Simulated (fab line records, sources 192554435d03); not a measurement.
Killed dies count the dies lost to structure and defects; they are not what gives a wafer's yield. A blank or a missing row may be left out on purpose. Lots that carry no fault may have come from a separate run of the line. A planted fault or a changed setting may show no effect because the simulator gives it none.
Chamber matching / flow n5 finfet / rie diel-03 running N5_BEOL_M0_SAQP_DESCUM_45: 4 sister chambers
The step chemistry O2, time 7 s. 4 wafers are shown with their chamber, then 9 later ones without.

## WAFERS PAIRED WITH THEIR CHAMBERS
wafer=L083.2; chamber=3; throttle valve pct (%)=20.62
wafer=L085.1; chamber=1; throttle valve pct (%)=20.21
wafer=L085.2; chamber=2; throttle valve pct (%)=20.14
wafer=L085.3; chamber=0; throttle valve pct (%)=20.15

## WAFERS MISSING THEIR CHAMBER
wafer=L086.4; throttle valve pct (%)=20.22
wafer=L086.5; throttle valve pct (%)=20.15
wafer=L086.6; throttle valve pct (%)=20.63
wafer=L087.2; throttle valve pct (%)=20.23
wafer=L087.4; throttle valve pct (%)=20.15
wafer=L087.5; throttle valve pct (%)=20.22
wafer=L089.3; throttle valve pct (%)=20.17
wafer=L089.4; throttle valve pct (%)=20.15
wafer=L089.5; throttle valve pct (%)=20.15

## EACH ONE'S CHAMBER
wafer=L086.4; from the rows above=1; in truth=1
wafer=L086.5; from the rows above=can't be placed: 0 or 2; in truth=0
wafer=L086.6; from the rows above=3; in truth=3
wafer=L087.2; from the rows above=1; in truth=1
wafer=L087.4; from the rows above=can't be placed: 0 or 2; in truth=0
wafer=L087.5; from the rows above=1; in truth=1
wafer=L089.3; from the rows above=can't be placed: 0 or 2 or 1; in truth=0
wafer=L089.4; from the rows above=can't be placed: 0 or 2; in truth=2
wafer=L089.5; from the rows above=can't be placed: 0 or 2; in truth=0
Correctly placed: 4 of 9. Not placeable from these rows: 5 (in 5, the candidates include the true chamber). Wrongly placed: 0.
How it was worked out, from the rows above alone: a wafer's distance from a chamber is the root of the sum, over the readings, of the square of ((its reading less the chamber's mean) divided by the reading's scatter). The wafer belongs to the nearest chamber; if the next one is less than 2 further off, it can't be placed. For every chamber, the mean is computed from those of its wafers that are shown. The scatter (one wafer shown for each chamber): square how far every hidden wafer sits from the nearest shown wafer, average those squares and take the square root.
